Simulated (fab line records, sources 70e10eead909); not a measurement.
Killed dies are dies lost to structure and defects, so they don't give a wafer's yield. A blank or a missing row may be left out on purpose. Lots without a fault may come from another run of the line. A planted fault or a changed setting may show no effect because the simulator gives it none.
fab line records | flow nand_harc
record lots=5 wafers=15 last_day=30
route steps=1302 shown A_ZERO_WELL@406 A_SOURCE_PLATE@413 END@1302
lots that met no fault: from a run of the same line without faults
start_h: hours from the record's first day to the start of the lot's first wafer shown | wait_h: hours since the lot's step before | " the same as in the row above | L1.1+2: a row that stands for several wafers | - no value, or no start given | * or withheld: withheld | < > ~ a bound
route shown NAME@n: a module of which the file shows steps, and the number in the route of the first | usual: mean/standard deviation of fault-free wafers | same: alike in all rows | chamber/n: place in a boat | sites: the reading at each site | _std_site: their standard deviation | _edge_site: outer sites' mean less inner sites' | radius_mm: how far each site lies from the wafer's centre | mask NAME#n: copy n | behind: the tool/chamber that last shaped the wafer | hold: why the lot was held/for how many hours/how that ended | device: the transistor (n, p or np) that didn't switch | end of line: the same wafers' tests at the end of the route | a step without rows: its recipe alone | killed: dies lost to structure and defects at the first sort, not the wafer's yield | map: a wafer's dies, x killed, . not, _ none there
set.NAME: the setting as run; set.NAME@STEP: as run at that earlier step | model.NAME: the simulator's own value behind a step, which no gauge read
lots at some steps of the route; a table a step, a row a wafer
services: from which hour (start_h, from the record's first day; less than 0 if before it) a tool's chamber was out of use, for how many hours, and why
## steps
# step NHARC_A_ZERO_WELL_STRIP_14
# recipe time_s=900 temp_c=130 chemistry=SPM
# step NHARC_A_ZERO_WELL_IMPLANT_15
# recipe energy_kev=150 dose_cm2=1e+13 tilt_deg=7
# step NHARC_A_ZERO_WELL_PRECLEAN_22
# recipe time_s=60 temp_c=50 bath_age_min=0 chemistry=SC1
# step NHARC_A_ZERO_WELL_SRD_23
# step NHARC_A_ZERO_WELL_RTA_16
# recipe temp_c=1000 time_s=10
# usual lamp_power_pct=33.4/0.7 lamp_zone_2_pct=33.4/0.7 wafer_temp_C_max=1004.6/2
# columns lot.wafer tool chamber start_h wait_h lamp_power_pct lamp_zone_2_pct wafer_temp_C_max
L301.2 rtp_anneal-02 0 163.70 - 32.8 32.8 1009.3
L301.4 " 0 " " 32.8 32.8 1005.4
L301.6 " 0 " " 32.8 32.8 1007.2
L302.2 rtp_anneal-01 0 168.53 - 34.2 34.2 1003.0
L302.5 " 0 " " 34.2 34.2 1002.6
L302.6 " 0 " " 34.2 34.3 1003.0
L303.1 rtp_anneal-02 0 179.87 - 32.8 32.8 1005.5
L303.5 " 0 " " 32.8 32.8 1003.8
L303.6 " 0 " " 32.8 32.8 1005.9
L304.2 rtp_anneal-02 0 186.27 - 32.7 32.8 1005.3
L304.3 " 0 " " 32.8 32.8 1006.6
L304.5 " 0 " " 32.8 32.8 1005.2
L316.1 rtp_anneal-02 0 310.34 - 32.8 32.8 1005.0
L316.4 " 0 " " 32.8 32.8 1007.2
L316.5 " 0 " " 32.7 32.8 1004.9
# step NHARC_A_ZERO_WELL_INSPECT_17
# usual raw_defect_count=9/4.9
# columns lot.wafer tool chamber start_h wait_h raw_defect_count
L301.2 defect_inspect-02 - 163.87 0.1 3
L301.4 " - " " 3
L301.6 " - " " 2
L302.2 defect_inspect-02 - 168.70 0.1 7
L302.5 " - " " 7
L302.6 " - " " 8
L303.1 defect_inspect-02 - 180.06 0.2 8
L303.5 " - " " 17
L303.6 " - " " 8
L304.2 defect_inspect-01 - 186.44 0.1 8
L304.3 " - " " 9
L304.5 " - " " 8
L316.1 defect_inspect-01 - 310.54 0.2 4
L316.4 " - " " 13
L316.5 " - " " 8
# step NHARC_A_SOURCE_PLATE_PRECLEAN_00
# recipe time_s=60 chemistry=HF-LAST
# step NHARC_A_SOURCE_PLATE_SRD_01
# step NHARC_A_SOURCE_PLATE_OXIDE_02
# recipe target_thk_a=100 temp_c=900 ox_time_s=1362 material=SiO2
# step NHARC_A_SOURCE_PLATE_THK_MEAS_09
# recipe thk_meas_gauge=ellipsometry
# usual thk_nm=9.5/1.1
# columns lot.wafer tool chamber start_h wait_h thk_nm
L301.2 film_metro-02 - 172.26 0.4 10.8
L301.4 " - " " 7.5
L301.6 " - " " 10.0
L302.2 film_metro-01 - 179.63 0.4 8.0
L302.5 " - " " 8.4
L302.6 " - " " 9.8
L303.1 film_metro-02 - 187.34 0.4 9.5
L303.5 " - " " 11.3
L303.6 " - " " 9.5
L304.2 film_metro-02 - 193.73 0.4 9.9
L304.3 " - " " 10.3
L304.5 " - " " 9.5
L316.1 film_metro-01 - 316.64 0.4 9.6
L316.4 " - " " 9.8
L316.5 " - " " 9.9
# step NHARC_A_SOURCE_PLATE_PVD_04
# recipe target_thk_a=500 material=WSi2
# step NHARC_A_SOURCE_PLATE_CVD_03
# recipe target_thk_a=2000 temp_c=620 pressure_mtorr=200 time_s=4000 material=poly-Si
# usual spike_tc_bottom_C=640/3 spike_tc_centre_C=619.7/0.92 spike_tc_lower_C=619.7/1.3 spike_tc_top_C=642.4/1.1 spike_tc_upper_C=620.4/1.2 tube_center_temp_C=620/0.06
# columns lot.wafer tool chamber start_h wait_h spike_tc_bottom_C spike_tc_centre_C spike_tc_lower_C spike_tc_top_C spike_tc_upper_C tube_center_temp_C
L301.2 lpcvd_poly-02 0 174.85 - 638 620.0 623.4 642.0 621.5 620.06
L301.4 " 0 " " 637 619.4 622.2 642.1 619.9 619.95
L301.6 " 0 " " 638 620.5 623.2 641.1 619.6 619.97
L302.2 lpcvd_poly-03 0 182.11 - 638 620.5 619.5 642.9 621.5 620.02
L302.5 " 0 " " 636 619.3 620.1 641.4 619.6 619.96
L302.6 " 0 " " 638 621.2 620.4 642.3 620.4 620.03
L303.1 lpcvd_poly-02 0 189.93 - 635 617.9 621.3 643.9 618.0 620.01
L303.5 " 0 " " 638 619.1 622.5 640.0 620.8 620
L303.6 " 0 " " 639 620.2 619.9 641.2 620.4 620
L304.2 lpcvd_poly-04 0 197.50 - 655 633.8 631.2 654.7 633.6 633.86
L304.3 " 0 " " 658 633.6 632.5 656.5 634.3 634.01
L304.5 " 0 " " 657 634.2 634.5 655.5 634.5 633.91
L316.1 lpcvd_poly-04 0 319.21 - 644 619.3 620.1 642.4 619.9 619.91
L316.4 " 0 " " 643 619.2 619.5 641.1 620.6 620.04
L316.5 " 0 " " 643 620.2 618.8 642.6 620.0 620.02
# step NHARC_A_SOURCE_PLATE_ANNEAL_05
# recipe temp_c=850 time_s=1800
# step NHARC_A_SOURCE_PLATE_THK_MEAS_06
# recipe thk_meas_gauge=ellipsometry
# usual thk_nm=200.2/2.1
# columns lot.wafer tool chamber start_h wait_h hold thk_nm
L301.2 film_metro-01 - 184.78 0.4 - 201.4
L301.4 " - " " - 202.3
L301.6 " - " " - 203.1
L302.2 film_metro-02 - 192.16 0.4 - 203.7
L302.5 " - " " - 200.1
L302.6 " - " " - 199.2
L303.1 film_metro-02 - 201.19 0.4 - 200.4
L303.5 " - " " - 200.3
L303.6 " - " " - 203.3
L304.2 film_metro-02 - 210.01 0.4 await_dispo/0.2h/release 273.7
L304.3 " - " " await_dispo/0.2h/release 272.4
L304.5 " - " " await_dispo/0.2h/release 273.2
L304.2 film_metro-02 - 210.18 0.2 - 275.6
L304.3 " - " " - 274.8
L304.5 " - " " - 275.0
L316.1 film_metro-02 - 329.52 0.4 - 201.4
L316.4 " - " " - 200.9
L316.5 " - " " - 198.8
# step NHARC_END_SORT_01
# recipe temp_c=25
# usual killed_at_array=55/19 killed_at_other=0.6/0.99 killed_at_periphery=4.2/2.6 killed_dies=60/18 killed_open=3.4/1.7 killed_short=2.3/1.5
# same gross_dies=677
# columns lot.wafer tool chamber start_h wait_h killed_at_array killed_at_other killed_at_periphery killed_dies killed_open killed_short
L301.2 prober-02 0 604.34 2.8 74 1 3 78 4 1
L301.4 prober-02 0 605.97 3.5 66 0 6 72 3 2
L301.6 prober-02 0 607.61 4.1 81 1 2 84 3 4
L302.2 prober-01 0 605.56 2.8 75 1 1 77 2 1
L302.5 prober-01 0 607.97 3.7 86 1 2 89 1 1
L302.6 prober-01 0 608.77 4.0 83 1 2 86 3 1
# killed by level:class
L301.2 A_SLIT:chamber_film_flake=28 A_CHANNEL_HOLE_D2:chamber_film_flake=26 A_CHANNEL_HOLE_D1:chamber_film_flake=5 A_STAIRCASE:chamber_film_flake=4 A_SGD_CUT:chamber_film_flake=2 A_CONTACT:chamber_film_flake=2 P_CONTACT:geometric_particle:short=1 P_M1:geometric_particle:open=1
L302.2 A_CHANNEL_HOLE_D2:chamber_film_flake=26 A_CHANNEL_HOLE_D1:chamber_film_flake=22 A_SLIT:chamber_film_flake=18 A_CONTACT:chamber_film_flake=4 A_CHANNEL_FILL_D2:chamber_film_flake=2 A_SOURCE_PLATE:geometric_particle:open=1 A_M0:geometric_particle:short=1 A_M1:geometric_particle:open=1
L301.4 A_SLIT:chamber_film_flake=24 A_CHANNEL_HOLE_D2:chamber_film_flake=23 A_CHANNEL_HOLE_D1:chamber_film_flake=4 A_STAIRCASE:chamber_film_flake=4 P_M2:chamber_film_flake=3 A_CONTACT:chamber_film_flake=3 A_M1:chamber_film_flake=3 P_GATE:geometric_particle:open=1
L301.6 A_CHANNEL_HOLE_D2:chamber_film_flake=32 A_SLIT:chamber_film_flake=26 A_CHANNEL_HOLE_D1:chamber_film_flake=5 A_SGD_CUT:chamber_film_flake=5 A_STAIRCASE:chamber_film_flake=4 A_CHANNEL_FILL_D1:geometric_particle:short=2 A_CHANNEL_FILL_D2:geometric_particle:open=2 A_M1:chamber_film_flake=2
L302.5 A_CHANNEL_HOLE_D1:chamber_film_flake=29 A_CHANNEL_HOLE_D2:chamber_film_flake=27 A_SLIT:chamber_film_flake=21 A_STAIRCASE:chamber_film_flake=4 A_ZERO_WELL:chamber_film_flake=2 P_GATE:geometric_particle:open=1 P_CONTACT:geometric_particle:short=1 A_DECK1_JOINT:chamber_film_flake=1
L302.6 A_CHANNEL_HOLE_D1:chamber_film_flake=26 A_CHANNEL_HOLE_D2:chamber_film_flake=23 A_SLIT:chamber_film_flake=23 A_CHANNEL_FILL_D2:chamber_film_flake=4 A_STAIRCASE:chamber_film_flake=3 P_M0:geometric_particle:open=2 A_DECK1_JOINT:geometric_particle:open=1 A_WL_FILL:geometric_particle:short=1
## services
# columns tool chamber start_h hours kind
lpcvd_poly-02 - 206.86 26.0 pm
lpcvd_poly-04 - 214.94 1.2 repair
## key
first_sign step=NHARC_A_SOURCE_PLATE_CVD_03 reading=tube_center_temp_C direction=up sigmas=99+ usual=* struck=*
effect step=NHARC_A_SOURCE_PLATE_CVD_03 reading=spike_tc_centre_C direction=up sigmas=15 usual=619.7 struck=633.9
effect step=NHARC_A_SOURCE_PLATE_THK_MEAS_06 reading=visit direction=added
effect step=NHARC_A_SOURCE_PLATE_THK_MEAS_06 reading=thk_nm direction=up sigmas=34 usual=200.2 struck=273.1
met_at NHARC_A_SOURCE_PLATE_CVD_03
struck_wafers L304.2,L304.3,L304.5
tester_left_out L304
fault kind=process_parameter_drift tool=lpcvd_poly-04 chamber=- onset_h=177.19 steps=NHARC_P_GATE_CVD_17,NHARC_A_SOURCE_PLATE_CVD_03,NHARC_A_CHANNEL_FILL_D1_CVD_18,NHARC_A_CHANNEL_FILL_D1_CVD_05,NHARC_A_CHANNEL_FILL_D1_CVD_09,NHARC_A_DECK1_JOINT_CVD_12,NHARC_A_CHANNEL_FILL_D2_CVD_18,NHARC_A_CHANNEL_FILL_D2_CVD_05,+2 channel=temp_c offset=* shape=step end_h=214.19
# tester_left_out: of these lots the tester's yield and bins aren't shown, on N5 and GAA mostly nor the transistor test; their killed dies are dies lost to structure and defects alone, not to doping, threshold or leakage, so they don't give the yield
